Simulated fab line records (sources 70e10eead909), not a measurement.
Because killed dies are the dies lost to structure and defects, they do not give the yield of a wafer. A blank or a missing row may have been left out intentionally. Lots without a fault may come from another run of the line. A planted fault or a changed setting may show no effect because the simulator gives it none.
fab line records | flow nand-harc
record lots=6 | wafers=18 | last-day=24
route steps=1159 shown A_STAIRCASE@664 END@1159
lots that met no fault: taken from a fault-free run of the same line
start-h: start of the lot's first displayed wafer, in hours after the record's first day | wait-h: hours elapsed since this lot's preceding step | " the same as in the row above | L1.1+2: several wafers, shown together as one row | - no value present, or no start provided | * or withheld: withheld | < > ~ a bound
route shown NAME@n: names a module that has steps shown in the file, with the first one's number in the route | usual: average and standard deviation across the fault-free wafers | same: alike in all rows | chamber/n: place in a boat | sites: each site's reading | _std_site: the standard deviation of these | _edge_site: inner sites' mean taken away from outer sites' mean | radius-mm: how far each site lies from the wafer's centre | mask NAME#n: copy n | behind: the tool/chamber that last shaped the wafer | hold: why the lot went on hold/how many hours it stayed there/how the hold came to an end | device: whichever transistor did not switch (one of n, p or np) | end of line: tests of these same wafers at the route's end | a step without rows: its recipe alone | killed: not the wafer's yield, but the dies lost to structure and defects at the first sort | map: a wafer's dies, x killed, . not, _ none there
set.NAME: setting as actually run; set.NAME@STEP: the setting as run at that earlier step | model.NAME: the simulator's own value behind a step, which no gauge read
lots at some steps of the route; a table a step, a row a wafer
services: from which hour (start-h, from the record's first day; less than 0 if before it) a tool's chamber was out of use, for how many hours, and why
## steps
# step NHARC_A_STAIRCASE_DESCUM_291
# recipe time-s=3 | o2-flow-sccm=200 | ar-flow-sccm=0 | bias-power-w=0 | chemistry=O2
# step NHARC_A_STAIRCASE_ETCH_292
# recipe cf4-flow-sccm=100 | chf3-flow-sccm=30 | ar-flow-sccm=0 | rf-w=500 | bias-w=200 | chemistry=CF4/CHF3
# step NHARC_A_STAIRCASE_HM_OPEN_460
# recipe o2-flow-sccm=400 | cos-flow-sccm=20 | ar-flow-sccm=0 | rf-w=500 | bias-w=300 | chemistry=O2/COS
# usual drypump-motor-current-A=5.8/0.46 | oes-product-au=0.995/0.014 | rf-vpp-V=468.6/2.8 | showerhead-plenum-p-Torr=3.19/0.13 | throttle-valve-pct=28.329/0.0094
lot.wafer | tool        | chamber | start-h | wait-h | drypump-motor-current-A | oes-product-au | rf-hours-counter-h | rf-vpp-V | showerhead-plenum-p-Torr | throttle-valve-pct
L587.2    | rie-diel-10 | 3       | -       | -      | 5.0                     | 0.995          | 24                 | 471.1    | 3.36                     | 28.327
L587.4    | "           | 1       | "       | "      | 5.7                     | 1.002          | 20                 | 468.3    | 3.17                     | 28.336
L587.5    | "           | 3       | "       | "      | 5.0                     | 0.991          | -                  | 471.7    | 3.36                     | 28.334
L591.3    | rie-diel-01 | 1       | -       | -      | 5.8                     | 1.000          | 43                 | 468.7    | 3.21                     | 28.341
L591.1    | "           | 2       | "       | "      | 6.2                     | 0.996          | 53                 | 462.4    | 2.92                     | 28.309
L591.6    | "           | 2       | "       | "      | 6.3                     | 0.986          | -                  | 463.8    | 2.92                     | 28.315
L592.1    | rie-diel-10 | 1       | -       | -      | 5.8                     | 0.988          | 36                 | 466.9    | 3.16                     | 28.329
L592.5    | "           | 0       | "       | "      | 6.1                     | 0.981          | -                  | 466.3    | 3.09                     | 28.331
L592.6    | "           | 1       | "       | "      | 5.8                     | 1.003          | -                  | 468.0    | 3.16                     | 28.324
L594.4    | rie-diel-01 | 3       | -       | -      | 5.6                     | 0.976          | 60                 | 469.2    | 3.23                     | 28.322
L594.2    | "           | 0       | "       | "      | 5.2                     | 1.007          | 58                 | 469.5    | 3.24                     | 28.326
L594.6    | "           | 3       | "       | "      | 5.6                     | 0.976          | -                  | 471.1    | 3.23                     | 28.339
L602.4    | rie-diel-09 | 3       | -       | -      | 5.1                     | 0.993          | 30                 | 469.8    | 3.27                     | 28.339
L602.2    | "           | 1       | "       | "      | 5.8                     | 0.993          | 33                 | 465.9    | 3.14                     | 28.308
L602.5    | "           | 2       | "       | "      | 5.8                     | 0.996          | -                  | 470.3    | 3.32                     | 28.313
L610.3    | rie-diel-01 | 3       | -       | -      | 5.6                     | 1.005          | 27                 | 468.2    | 3.21                     | 28.329
L610.1    | "           | 1       | "       | "      | 5.7                     | 0.984          | 28                 | 469.2    | 3.19                     | 28.325
L610.6    | "           | 2       | "       | "      | 6.3                     | 0.994          | -                  | 462.4    | 2.90                     | 28.326
# step NHARC_A_STAIRCASE_STRIP_461
# recipe o2-flow-sccm=400 | cos-flow-sccm=20 | ar-flow-sccm=0 | bias-w=0 | chemistry=O2/COS
# step NHARC_A_STAIRCASE_ETCH_452
# recipe target-depth-a=300 | overetch-a=30 | time-s=16.5 | ion-energy-ev=100 | cf4-flow-sccm=80 | o2-flow-sccm=20 | ar-flow-sccm=0 | rf-w=300 | bias-w=100 | chemistry=CF4/O2
# step NHARC_A_STAIRCASE_ETCH_294
# recipe target-depth-a=49920 | time-s=1212.4 | ion-energy-ev=800 | c4f8-flow-sccm=80 | o2-flow-sccm=60 | ar-flow-sccm=withheld | rf-w=600 | bias-w=3000 | chemistry=C4F8/O2/Ar
# usual oes-product-au=0.929/0.015 | rf-vpp-V=1833/11
lot.wafer | tool        | chamber | start-h | wait-h | oes-product-au | rf-hours-counter-h | rf-vpp-V
L587.4    | rie-diel-10 | 3       | -       | -      | 0.916          | 25                 | 1846
L587.2    | "           | 2       | "       | "      | 0.924          | 24                 | 1845
L587.5    | "           | 0       | "       | "      | 0.913          | -                  | 1825
L591.1    | rie-diel-01 | 0       | -       | -      | 0.953          | 54                 | 1836
L591.3    | "           | 1       | "       | "      | 0.932          | 43                 | 1835
L591.6    | "           | 3       | "       | "      | 0.930          | -                  | 1837
L592.1    | rie-diel-10 | 2       | -       | -      | 0.947          | 41                 | 1844
L592.5    | "           | 1       | "       | "      | 0.926          | -                  | 1829
L592.6    | "           | 2       | "       | "      | 0.945          | -                  | 1845
L594.4    | rie-diel-01 | 1       | -       | -      | 0.951          | 47                 | 1835
L594.2    | "           | 2       | "       | "      | 0.942          | 58                 | 1809
L594.6    | "           | 2       | "       | "      | 0.945          | -                  | 1810
L602.4    | rie-diel-09 | 1       | -       | -      | 0.930          | 33                 | 1828
L602.2    | "           | 0       | "       | "      | 0.921          | 32                 | 1833
L602.5    | "           | 1       | "       | "      | 0.929          | -                  | 1829
L610.1    | rie-diel-01 | 0       | -       | -      | 0.942          | 28                 | 1834
L610.3    | "           | 1       | "       | "      | 0.921          | 29                 | 1832
L610.6    | "           | 1       | "       | "      | 0.916          | -                  | 1834
# step NHARC_A_STAIRCASE_STRIP_295
# recipe o2-flow-sccm=500 | ar-flow-sccm=0 | bias-w=0 | chemistry=O2
# usual drypump-motor-current-A=5.8/0.47 | oes-product-au=0.996/0.014 | rf-vpp-V=57.8/0.89 | showerhead-plenum-p-Torr=3.61/0.14 | throttle-valve-pct=17.038/0.0094
lot.wafer | tool        | chamber | start-h | wait-h | drypump-motor-current-A | oes-product-au | rf-hours-counter-h | rf-vpp-V | showerhead-plenum-p-Torr | throttle-valve-pct
L587.4    | rie-diel-10 | 3       | -       | -      | 5.0                     | 0.988          | 25                 | 59.0     | 3.79                     | 17.013
L587.2    | "           | 0       | "       | "      | 6.1                     | 0.986          | 22                 | 57.4     | 3.50                     | 17.020
L587.5    | "           | 3       | "       | "      | 5.0                     | 0.988          | -                  | 58.0     | 3.79                     | 17.055
L591.3    | rie-diel-01 | 0       | -       | -      | 5.2                     | 1.008          | 55                 | 57.4     | 3.66                     | 17.043
L591.1    | "           | 1       | "       | "      | 5.7                     | 1.013          | 44                 | 57.5     | 3.63                     | 17.036
L591.6    | "           | 0       | "       | "      | 5.2                     | 1.010          | -                  | 59.0     | 3.66                     | 17.050
L592.1    | rie-diel-10 | 0       | -       | -      | 6.1                     | 0.990          | 39                 | 59.0     | 3.49                     | 17.040
L592.5    | "           | 0       | "       | "      | 6.1                     | 0.982          | -                  | 57.1     | 3.49                     | 17.039
L592.6    | "           | 1       | "       | "      | 5.8                     | 0.992          | -                  | 57.7     | 3.57                     | 17.024
L594.2    | rie-diel-01 | 1       | -       | -      | 5.7                     | 0.998          | 47                 | 56.7     | 3.63                     | 17.035
L594.4    | "           | 2       | "       | "      | 6.2                     | 1.002          | 58                 | 58.4     | 3.29                     | 17.049
L594.6    | "           | 2       | "       | "      | 6.2                     | 1.007          | -                  | 57.5     | 3.30                     | 17.048
L602.2    | rie-diel-09 | 2       | -       | -      | 5.8                     | 0.985          | 31                 | 59.8     | 3.75                     | 17.046
L602.4    | "           | 3       | "       | "      | 5.1                     | 1.005          | 30                 | 58.8     | 3.69                     | 17.034
L602.5    | "           | 3       | "       | "      | 5.1                     | 1.005          | -                  | 58.6     | 3.69                     | 17.042
L610.1    | rie-diel-01 | 2       | -       | -      | 6.3                     | 0.992          | 29                 | 56.6     | 3.28                     | 17.044
L610.3    | "           | 0       | "       | "      | 5.2                     | 1.026          | 28                 | 57.2     | 3.64                     | 17.026
L610.6    | "           | 3       | "       | "      | 5.6                     | 1.001          | -                  | 57.3     | 3.63                     | 17.050
# step NHARC_A_STAIRCASE_STRIP_296
# recipe time-s=900 | temp-c=130 | chemistry=SPM
# step NHARC_A_STAIRCASE_PRECLEAN_297
# recipe time-s=* | temp-c=50 | bath-age-min=0 | chemistry=SC1
# step NHARC_A_STAIRCASE_SRD_298
# step NHARC_A_STAIRCASE_HM_DEP_462
# recipe target-thk-a=8000 | temp-c=400 | material=aC
# step NHARC_A_STAIRCASE_DEP_301
# recipe target-thk-a=300 | target-thk-nm=30 | temp-c=400 | pressure-torr=3.5 | flow-sccm=200 | rf-w=350 | material=SiON
# usual heater-power-w=794/68
lot.wafer | tool     | chamber | start-h | wait-h | heater-power-w
L587.2    | pecvd-03 | 1       | 244.24  | 1.3    | 705
L587.5    | "        | 1       | "       | "      | 718
L587.4    | "        | 2       | "       | "      | 800
L591.3    | pecvd-04 | 1       | 285.44  | 1.0    | 887
L591.1    | "        | 2       | "       | "      | 712
L591.6    | "        | 0       | "       | "      | 772
L592.1    | pecvd-01 | 1       | 286.45  | 1.6    | 696
L592.5    | "        | 1       | "       | "      | 702
L592.6    | "        | 2       | "       | "      | 712
L594.2    | pecvd-01 | 1       | 301.91  | 1.3    | 765
L594.6    | "        | 0       | "       | "      | 838
L594.4    | "        | 1       | "       | "      | 769
L602.2    | pecvd-01 | 0       | 358.27  | 1.3    | 883
L602.4    | "        | 2       | "       | "      | 758
L602.5    | "        | 0       | "       | "      | 876
L610.1    | pecvd-03 | 1       | 391.10  | 1.5    | 738
L610.3    | "        | 2       | "       | "      | 857
L610.6    | "        | 2       | "       | "      | 849
# step NHARC_A_STAIRCASE_DEHYDRATE_302
# recipe temp-c=150 | time-s=120
# step NHARC_A_STAIRCASE_HMDS_303
# recipe time-s=30
# step NHARC_A_STAIRCASE_COAT_304
# recipe spin-rpm=1200
# step NHARC_A_STAIRCASE_SOFTBAKE_305
# recipe temp-c=135 | time-s=170
# step NHARC_A_STAIRCASE_EBR_306
# step NHARC_A_STAIRCASE_EXPOSE_307
# recipe na=0.5 | dose-mj=45.72 | mask-id=CHOP_50
# step NHARC_A_STAIRCASE_PEB_308
# recipe peb-temp-c=115 | peb-time-s=130
# step NHARC_A_STAIRCASE_DEVELOP_309
# recipe time-s=140
# step NHARC_A_STAIRCASE_HARDBAKE_311
# recipe temp-c=120 | time-s=140
# step NHARC_A_STAIRCASE_DESCUM_312
# recipe time-s=3 | o2-flow-sccm=200 | ar-flow-sccm=0 | bias-power-w=0 | chemistry=O2
# usual drypump-motor-current-A=5.7/0.42 | oes-product-au=0.996/0.015 | rf-vpp-V=57.9/0.9 | showerhead-plenum-p-Torr=1.97/0.074 | throttle-valve-pct=11.312/0.01
lot.wafer | tool        | chamber | start-h | wait-h | drypump-motor-current-A | oes-product-au | rf-hours-counter-h | rf-vpp-V | showerhead-plenum-p-Torr | throttle-valve-pct
L587.2    | rie-diel-09 | 3       | 245.23  | -      | 5.1                     | 1.032          | 55                 | 59.5     | 2.02                     | 11.314
L587.4    | "           | 1       | "       | "      | 5.7                     | 0.988          | 54                 | 57.4     | 1.93                     | 11.306
L587.5    | "           | 3       | "       | "      | 5.1                     | 1.029          | -                  | 57.2     | 2.02                     | 11.310
L591.1    | rie-diel-01 | 2       | 286.46  | -      | 6.3                     | 1.010          | 56                 | 57.5     | 1.78                     | 11.305
L591.3    | "           | 3       | "       | "      | 5.6                     | 0.970          | 59                 | 59.5     | 1.99                     | 11.337
L591.6    | "           | 1       | "       | "      | 5.7                     | 1.011          | -                  | 59.6     | 1.97                     | 11.310
L592.1    | rie-diel-10 | 1       | 287.45  | -      | 5.8                     | 0.989          | 39                 | 59.2     | 1.94                     | 11.327
L592.5    | "           | 3       | "       | "      | 5.0                     | 0.987          | -                  | 58.0     | 2.06                     | 11.299
L592.6    | "           | 0       | "       | "      | 6.1                     | 0.973          | -                  | 57.1     | 1.89                     | 11.299
L594.2    | rie-diel-09 | 3       | 302.86  | -      | 5.1                     | 1.008          | 11                 | 56.5     | 2.01                     | 11.325
L594.4    | "           | 2       | "       | "      | 5.8                     | 1.010          | 13                 | 59.1     | 2.05                     | 11.311
L594.6    | "           | 0       | "       | "      | 5.9                     | 0.979          | -                  | 56.9     | 1.96                     | 11.314
L602.4    | rie-diel-01 | 3       | 359.26  | -      | 5.7                     | 1.004          | 14                 | 57.9     | 1.98                     | 11.307
L602.2    | "           | 1       | "       | "      | 5.8                     | 0.987          | 14                 | 55.9     | 1.96                     | 11.311
L602.5    | "           | 0       | "       | "      | 5.2                     | 1.004          | -                  | 56.8     | 1.99                     | 11.306
L610.3    | rie-diel-01 | 3       | 392.10  | -      | 5.6                     | 0.996          | 30                 | 57.0     | 1.97                     | 11.308
L610.1    | "           | 1       | "       | "      | 5.7                     | 0.989          | 31                 | 56.6     | 1.96                     | 11.321
L610.6    | "           | 3       | "       | "      | 5.6                     | 1.008          | -                  | 58.1     | 1.97                     | 11.302
# step NHARC_A_STAIRCASE_ETCH_313
# recipe cf4-flow-sccm=100 | chf3-flow-sccm=30 | ar-flow-sccm=0 | rf-w=500 | bias-w=200 | chemistry=CF4/CHF3
# step NHARC_A_STAIRCASE_HM_OPEN_463
# recipe o2-flow-sccm=400 | cos-flow-sccm=20 | ar-flow-sccm=0 | rf-w=500 | bias-w=300 | chemistry=O2/COS
# step NHARC_A_STAIRCASE_STRIP_464
# recipe o2-flow-sccm=400 | cos-flow-sccm=20 | ar-flow-sccm=0 | bias-w=0 | chemistry=O2/COS
# step NHARC_A_STAIRCASE_ETCH_453
# recipe target-depth-a=300 | overetch-a=30 | time-s=16.5 | ion-energy-ev=100 | cf4-flow-sccm=80 | o2-flow-sccm=20 | ar-flow-sccm=0 | rf-w=300 | bias-w=100 | chemistry=CF4/O2
# step NHARC_A_STAIRCASE_ETCH_315
# recipe target-depth-a=25000 | time-s=607.1 | ion-energy-ev=800 | c4f8-flow-sccm=80 | o2-flow-sccm=60 | ar-flow-sccm=withheld | rf-w=600 | bias-w=3000 | chemistry=C4F8/O2/Ar
# step NHARC_A_STAIRCASE_STRIP_316
# recipe o2-flow-sccm=500 | ar-flow-sccm=0 | bias-w=0 | chemistry=O2
# usual drypump-motor-current-A=5.7/0.42 | oes-product-au=0.996/0.013 | rf-vpp-V=57.9/0.81 | showerhead-plenum-p-Torr=3.62/0.13 | throttle-valve-pct=17.036/0.0087
lot.wafer | tool        | chamber | start-h | wait-h | drypump-motor-current-A | oes-product-au | rf-hours-counter-h | rf-vpp-V | showerhead-plenum-p-Torr | throttle-valve-pct
L587.2    | rie-diel-09 | 1       | -       | -      | 5.8                     | 0.985          | 54                 | 58.7     | 3.57                     | 17.018
L587.4    | "           | 0       | "       | "      | 5.9                     | 0.993          | 57                 | 58.2     | 3.62                     | 17.050
L587.5    | "           | 1       | "       | "      | 5.7                     | 0.995          | -                  | 59.2     | 3.57                     | 17.032
L591.1    | rie-diel-01 | 3       | -       | -      | 5.7                     | 0.973          | 60                 | 58.2     | 3.65                     | 17.027
L591.3    | "           | 1       | "       | "      | 5.8                     | 1.003          | 46                 | 58.8     | 3.63                     | 17.050
L591.6    | "           | 3       | "       | "      | 5.7                     | 0.980          | -                  | 59.0     | 3.65                     | 17.036
L592.1    | rie-diel-10 | 0       | -       | -      | 6.1                     | 0.982          | 42                 | 56.9     | 3.49                     | 17.049
L592.6    | "           | 1       | "       | "      | 5.8                     | 0.991          | -                  | 58.8     | 3.57                     | 17.036
L592.5    | "           | 3       | "       | "      | 5.0                     | 0.982          | -                  | 59.5     | 3.78                     | 17.038
L594.2    | rie-diel-09 | 1       | 304.00  | -      | 5.8                     | 0.996          | 14                 | 58.0     | 3.56                     | 17.032
L594.4    | "           | 2       | "       | "      | 5.8                     | 1.001          | 13                 | 57.5     | 3.77                     | 17.033
L594.6    | "           | 0       | "       | "      | 5.9                     | 0.985          | -                  | 56.1     | 3.61                     | 17.032
L602.2    | rie-diel-01 | 1       | -       | -      | 5.7                     | 0.981          | 15                 | 59.6     | 3.62                     | 17.036
L602.4    | "           | 2       | "       | "      | 6.3                     | 0.981          | 15                 | 57.9     | 3.28                     | 17.027
L602.5    | "           | 1       | "       | "      | 5.7                     | 0.977          | -                  | 57.3     | 3.62                     | 17.030
L610.3    | rie-diel-01 | 0       | -       | -      | 5.2                     | 1.013          | 30                 | 57.8     | 3.64                     | 17.051
L610.1    | "           | 1       | "       | "      | 5.7                     | 0.987          | 31                 | 58.1     | 3.61                     | 17.044
L610.6    | "           | 1       | "       | "      | 5.7                     | 0.992          | -                  | 58.1     | 3.61                     | 17.029
# step NHARC_A_STAIRCASE_STRIP_317
# recipe time-s=900 | temp-c=130 | chemistry=SPM
# step NHARC_A_STAIRCASE_PRECLEAN_318
# recipe time-s=* | temp-c=50 | bath-age-min=0 | chemistry=SC1
# step NHARC_A_STAIRCASE_SRD_329
# step NHARC_A_STAIRCASE_ALD_415
# recipe target-thk-a=300 | pulse-time-s=6 | ald-cycles=300 | temp-c=300 | material=SiO2
# step NHARC_A_STAIRCASE_ETCHBACK_416
# recipe target-depth-a=360 | time-s=7.2 | c4f8-flow-sccm=withheld | o2-flow-sccm=8 | ar-flow-sccm=withheld | rf-w=600 | bias-w=800 | chemistry=C4F8/O2/Ar
# step NHARC_A_STAIRCASE_STRIP_476
# recipe time-s=20 | o2-flow-sccm=500 | ar-flow-sccm=0 | bias-w=0 | chemistry=O2
# step NHARC_A_STAIRCASE_DEP_417
# recipe target-thk-a=600 | step-coverage-pct=20 | temp-c=400 | target-thk-nm=60 | flow-sccm=200 | rf-w=450 | material=Si3N4
# step NHARC_A_STAIRCASE_WET_418
# recipe temp-c=160 | target-depth-a=200 | chemistry=H3PO4
# step NHARC_A_STAIRCASE_PRECLEAN_419
# recipe time-s=* | temp-c=50 | bath-age-min=0 | chemistry=SC1
# step NHARC_A_STAIRCASE_SRD_421
# step NHARC_A_STAIRCASE_ALD_420
# recipe target-thk-a=200 | pulse-time-s=6 | ald-cycles=200 | temp-c=300 | material=SiO2
# step NHARC_END_SORT_01
# recipe temp-c=25
# usual killed-at-array=30/10 | killed-at-other=0.5/0.82 | killed-at-periphery=2.9/2 | killed-dies=34/11 | killed-open=3.2/1.8 | killed-short=2.0/1.4
# same gross-dies=677
lot.wafer | tool      | chamber | start-h | wait-h | killed-at-array | killed-at-other | killed-at-periphery | killed-dies | killed-open | killed-short
L591.1    | prober-01 | 0       | 474.09  | 2.5    | 25              | 0               | 2                   | 27          | 2           | 1
L591.3    | prober-01 | 0       | 475.68  | 3.1    | 18              | 0               | 4                   | 22          | 4           | 2
L591.6    | prober-01 | 0       | 478.07  | 4.0    | 20              | 0               | 2                   | 22          | 1           | 0
L592.1    | prober-02 | 0       | 474.13  | 2.5    | 70              | 0               | 4                   | 74          | 3           | 2
L592.5    | prober-02 | 0       | 477.30  | 3.7    | 70              | 0               | 1                   | 71          | 4           | 0
L592.6    | prober-02 | 0       | 478.09  | 4.0    | 92              | 1               | 1                   | 94          | 5           | 1
L594.2    | prober-02 | 0       | 482.74  | 2.8    | 84              | 0               | 1                   | 85          | 1           | 3
L594.4    | prober-02 | 0       | 484.34  | 3.4    | 71              | 0               | 3                   | 74          | 1           | 1
L594.6    | prober-02 | 0       | 485.94  | 4.0    | 88              | 0               | 7                   | 95          | 5           | 2
L602.2    | prober-02 | 0       | 552.69  | 2.8    | 31              | 1               | 2                   | 34          | 2           | 1
L602.4    | prober-02 | 0       | 554.28  | 3.4    | 33              | 0               | 1                   | 34          | 5           | 3
L602.5    | prober-02 | 0       | 555.07  | 3.7    | 30              | 0               | 1                   | 31          | 1           | 3
# killed by level:class
L591.1 A_STAIRCASE:chamber-film-flake=13 A_CHANNEL_HOLE_D1:chamber-film-flake=5 A_CONTACT:chamber-film-flake=2 P_M0:geometric-particle:open=1 A_SOURCE_PLATE:geometric-particle:open=1 A_WL_FILL:geometric-particle:short=1 P_M0:chamber-film-flake=1 A_CHANNEL_FILL_D1:chamber-film-flake=1
L592.1 A_STAIRCASE:unspecified=51 A_CHANNEL_HOLE_D1:chamber-film-flake=9 A_SLIT:chamber-film-flake=4 P_ZERO_WELL:geometric-particle:short=1 P_GATE:geometric-particle:open=1 A_WL_FILL:geometric-particle:short=1 A_WL_FILL:geometric-particle:open=1 A_CONTACT:geometric-particle:open=1
L591.3 A_STAIRCASE:chamber-film-flake=6 A_CHANNEL_HOLE_D1:chamber-film-flake=4 P_M0:chamber-film-flake=2 A_CONTACT:chamber-film-flake=2 P_CONTACT:geometric-particle:open=1 A_CHANNEL_FILL_D1:geometric-particle:short=1 A_SLIT:geometric-particle:open=1 A_WL_FILL:geometric-particle:short=1
L592.5 A_STAIRCASE:unspecified=56 A_CHANNEL_HOLE_D1:chamber-film-flake=3 A_SGD_CUT:geometric-particle:open=2 A_STAIRCASE:chamber-film-flake=2 A_SLIT:chamber-film-flake=2 A_CONTACT:chamber-film-flake=2 A_WL_FILL:geometric-particle:open=1 A_CONTACT:geometric-particle:open=1
L591.6 A_CHANNEL_HOLE_D1:chamber-film-flake=5 A_CONTACT:chamber-film-flake=5 A_STAIRCASE:chamber-film-flake=4 A_CHANNEL_FILL_D1:chamber-film-flake=2 A_SGD_CUT:chamber-film-flake=2 A_CONTACT:geometric-particle:open=1 P_STI:chamber-film-flake=1 P_M0:chamber-film-flake=1
L592.6 A_STAIRCASE:unspecified=65 A_CHANNEL_HOLE_D1:chamber-film-flake=11 A_SLIT:chamber-film-flake=10 A_M0:geometric-particle:open=2 A_CHANNEL_FILL_D1:geometric-particle:short=1 A_SGD_CUT:geometric-particle:open=1 A_WL_FILL:geometric-particle:open=1 STARTING-WAFER:geometric-particle:open=1
L594.2 A_STAIRCASE:unspecified=56 A_SLIT:chamber-film-flake=8 A_CHANNEL_HOLE_D1:chamber-film-flake=7 A_CONTACT:chamber-film-flake=7 A_WL_FILL:geometric-particle:short=2 A_STAIRCASE:chamber-film-flake=2 A_CHANNEL_HOLE_D1:geometric-particle:short=1 A_CHANNEL_FILL_D1:geometric-particle:open=1
L594.4 A_STAIRCASE:unspecified=51 A_SLIT:chamber-film-flake=6 A_CHANNEL_HOLE_D1:chamber-film-flake=5 A_STAIRCASE:chamber-film-flake=4 A_CONTACT:chamber-film-flake=3 A_WL_FILL:geometric-particle:short=1 A_CONTACT:geometric-particle:open=1 P_STI:chamber-film-flake=1
L594.6 A_STAIRCASE:unspecified=61 A_SLIT:chamber-film-flake=10 A_CHANNEL_HOLE_D1:chamber-film-flake=8 P_CONTACT:chamber-film-flake=3 A_STAIRCASE:chamber-film-flake=3 P_M1:geometric-particle:open=2 A_CONTACT:chamber-film-flake=2 P_M0:geometric-particle:open=1
L602.2 A_SLIT:chamber-film-flake=15 A_CHANNEL_HOLE_D1:chamber-film-flake=6 A_STAIRCASE:chamber-film-flake=3 A_CONTACT:chamber-film-flake=2 A_BLC:chamber-film-flake=2 A_ONON_D1:geometric-particle:open=1 A_CHANNEL_FILL_D1:geometric-particle:short=1 A_BLC:geometric-particle:open=1
L602.4 A_SLIT:chamber-film-flake=11 A_CHANNEL_HOLE_D1:chamber-film-flake=8 A_BLC:chamber-film-flake=5 A_CHANNEL_HOLE_D1:geometric-particle:short=2 A_CONTACT:chamber-film-flake=2 P_GATE:geometric-particle:open=1 A_ONON_D1:geometric-particle:open=1 A_WL_FILL:geometric-particle:short=1
L602.5 A_SLIT:chamber-film-flake=12 A_CHANNEL_HOLE_D1:chamber-film-flake=6 A_BLC:chamber-film-flake=3 A_WL_FILL:geometric-particle:short=2 A_CHANNEL_FILL_D1:chamber-film-flake=2 A_STAIRCASE:chamber-film-flake=2 A_CHANNEL_FILL_D1:geometric-particle:open=1 A_BLC:geometric-particle:short=1
# map L592.6 (x killed, . not)
____________.____________
_________x......_________
_______xxxx......._______
______xxxxx........______
_____xxxxxx......x.._____
____xxxxxx..x........____
____xxxxxxxx.........____
___.xxxxxxxx..........___
___.xxxxxxx...........___
__..xxxxxxxx..........x__
__..xxxxxx..x..........__
_.....xx.x.............._
_.....x..x.............._
_......................._
_......................._
_......................._
....x....................
.........................
....................x....
......x..................
.........................
_..x..x................._
_..x...................._
_..xxx.x................_
_.x....................._
_..xx.................x._
__x..x.................__
__.xx..................__
___x..................___
___xxxx...............___
____x................____
____.................____
_____..x............_____
______.............______
_______..........._______
_________x......_________
____________.____________
# map L594.6 (x killed, . not)
____________.____________
_________......._________
_______..........._______
______.............______
_____............x.._____
____..............xxx____
____.............xxxx____
___x..........xxx.xxxx___
___............x.xxxxx___
__..............xxxxxxx__
__....x.........xxxxxxx__
_...............xxxxxxx._
_...............x.xxxx.._
_................xxxxxx._
_.....x...........x.x.x._
_.................xxxx.._
......................x..
.........x.x.......x...x.
.....................x...
..........x.........xxx..
................x...x.x.x
_......................._
_......x.............x.x_
_......................._
_...x.............x....._
_x......................_
__.xx..................__
__x....x...............__
___.x.x...............___
___x..................___
____x.x..............____
____x.....x.....x....____
_____..............._____
______.............______
_______..........._______
_________......._________
____________.____________
## services
tool        | chamber | start-h | hours | kind
rie-diel-01 | -       | 217.76  | 0.4   | repair
rie-diel-01 | 0       | 220.30  | -     | clean
rie-diel-01 | 1       | 220.30  | -     | clean
rie-diel-01 | 2       | 220.30  | -     | clean
rie-diel-01 | 3       | 220.30  | -     | clean
pecvd-01    | -       | 237.13  | 13.0  | pm
rie-diel-01 | 1       | 242.19  | 13.4  | repair
rie-diel-01 | 0       | 245.26  | -     | clean
rie-diel-01 | 2       | 245.26  | -     | clean
rie-diel-01 | 3       | 245.26  | -     | clean
rie-diel-09 | -       | 254.35  | 9.0   | pm
rie-diel-01 | 1       | 262.43  | 7.4   | repair
rie-diel-01 | 0       | 269.76  | -     | clean
rie-diel-01 | 2       | 269.76  | -     | clean
rie-diel-01 | 3       | 269.76  | -     | clean
rie-diel-10 | 2       | 283.63  | 8.9   | repair
pecvd-03    | -       | 292.08  | 13.0  | pm
rie-diel-01 | 0       | 294.77  | -     | clean
rie-diel-01 | 1       | 294.77  | -     | clean
rie-diel-01 | 2       | 294.77  | -     | clean
rie-diel-01 | 3       | 294.77  | -     | clean
rie-diel-01 | -       | 316.11  | 9.0   | pm
rie-diel-10 | -       | 353.66  | 9.0   | pm
pecvd-04    | -       | 376.58  | 13.0  | pm
## key
first-sign step=NHARC_END_SORT_01 | reading=killed-at-array | direction=up | sigmas=4.7 | usual=30 | struck=79
effect step=NHARC_END_SORT_01 | reading=killed-dies | direction=up | sigmas=4.6 | usual=34 | struck=82
more-kills-born-at NHARC_A_STAIRCASE_DEP_301@pecvd-01=340
met-at NHARC_A_STAIRCASE_DEP_301
struck-wafers L592.1,L592.5,L592.6,L594.2,L594.4,L594.6
tester-left-out L592,L594
fault kind=chamber-particle-source | tool=pecvd-01 | chamber=- | onset-h=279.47 | steps=NHARC_A_STAIRCASE_DEP_301 | rate-per-visit-cm2=0.37797 | end-h=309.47
# tester-left-out: of these lots the tester's yield and bins aren't shown, on N5 and GAA mostly nor the transistor test; their killed dies are dies lost to structure and defects alone, not to doping, threshold or leakage, so they don't give the yield
